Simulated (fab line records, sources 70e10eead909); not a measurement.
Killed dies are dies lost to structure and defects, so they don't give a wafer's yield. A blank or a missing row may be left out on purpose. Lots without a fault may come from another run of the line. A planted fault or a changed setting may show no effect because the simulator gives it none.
One fault seen from 2 desks | flow nand_harc | each desk has only its own numbers; what lay behind them comes last

THE METROLOGY DESK
What the gauges read, lot by lot, whatever tool the lot ran on: means of the sampled wafers that have a number. A lot is out of limits, marked OUT, if its mean lies more than 4 standard deviations from the usual mean; the brackets give that distance.
Columns: A = thk_nm at NHARC_A_ONON_D1_THK_MEAS_02, usual 996 nm
lot  | first seen here | A
L598 | day 7 14:20     | 1020
L597 | day 7 18:01     | 1008
L599 | day 8 04:24     | 987
L601 | day 8 10:17     | 1006
L604 | day 9 08:55     | 971
L605 | day 9 12:28     | 1029
L606 | day 9 20:17     | 1007
L607 | day 10 02:47    | 1022
L613 | day 11 03:40    | 1006
L612 | day 11 03:41    | 976
L614 | day 12 02:46    | 983
L617 | day 12 12:30    | 1015
L618 | day 12 19:17    | 1003
L620 | day 12 19:19    | 1005
This desk's finding: nothing out of limits on any of the 14 lots.

THE DEFECT DESK
What the inspections along the route counted, lot by lot: means of the sampled wafers that have a number. A lot is out of limits, marked OUT, if its mean lies more than 4 standard deviations from the usual mean; the brackets give that distance.
Columns: A = raw_defect_count at NHARC_A_START_INSPECT_01, usual 3.5
lot  | first seen here | A
L598 | day 6 12:22     | 5.0
L597 | day 6 18:25     | 4.3
L599 | day 7 05:35     | 3.7
L601 | day 7 10:58     | 3.7
L604 | day 8 08:59     | 4.3
L605 | day 8 12:48     | 5.0
L606 | day 8 20:55     | 3.0
L607 | day 9 02:42     | 2.0
L612 | day 10 04:19    | 3.3
L613 | day 10 05:47    | 4.3
L614 | day 11 03:10    | 2.3
L617 | day 11 12:07    | 3.7
L618 | day 11 19:50    | 4.3
L620 | day 11 22:34    | 3.0
This desk's finding: nothing out of limits on any of the 14 lots.

PUT TOGETHER
The metrology desk saw nothing out of limits.
The defect desk saw nothing out of limits.

WHAT THE SIMULATOR HAD PUT IN
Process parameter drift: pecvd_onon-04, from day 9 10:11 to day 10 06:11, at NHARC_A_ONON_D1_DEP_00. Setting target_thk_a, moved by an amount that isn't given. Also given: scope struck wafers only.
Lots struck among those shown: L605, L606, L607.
